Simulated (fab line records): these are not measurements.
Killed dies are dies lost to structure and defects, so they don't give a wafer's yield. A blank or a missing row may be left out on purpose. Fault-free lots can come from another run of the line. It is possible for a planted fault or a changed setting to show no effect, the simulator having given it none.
Chamber matching | flow n5_finfet | 4 sister chambers for N5_BEOL_M1_DESCUM_33 on rie_diel-04
The step chemistry O2, time 7 s. 4 wafers are shown with their chamber, then 8 later ones without.

WAFERS, EACH WITH ITS CHAMBER
wafer  | chamber | showerhead_plenum_p_Torr (Torr)
L081.1 | 3       | 2.19
L083.2 | 0       | 1.96
L083.6 | 1       | 2.17
L084.1 | 2       | 2.09

WAFERS WITHOUT THEIR CHAMBER
wafer  | showerhead_plenum_p_Torr (Torr)
L084.5 | 2.17
L084.6 | 2.09
L085.2 | 2.19
L085.3 | 2.09
L085.4 | 2.17
L095.1 | 2.16
L095.2 | 2.18
L095.4 | 2.08

WHICH CHAMBER EACH ONE RAN IN
wafer  | from the rows above     | in truth
L084.5 | 1                       | 1
L084.6 | 2                       | 2
L085.2 | 3                       | 3
L085.3 | 2                       | 2
L085.4 | 1                       | 1
L095.1 | 1                       | 1
L095.2 | can't be placed: 3 or 1 | 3
L095.4 | 2                       | 2
Correct placement for 7 of the 8. These rows do not allow placing 1 (true chamber among the candidates in 1). Placed wrongly: 0.
How it was worked out, from the rows above alone: a wafer's distance from a chamber is the root of the sum, over the readings, of the square of ((its reading less the chamber's mean) divided by the reading's scatter). If the next closest chamber is less than 2 further off than the closest, the wafer can't be placed; otherwise it belongs to the closest. A chamber's mean is the mean of its shown wafers. The scatter (one wafer shown for each chamber): square how far every hidden wafer sits from the nearest shown wafer, average those squares and take the square root.
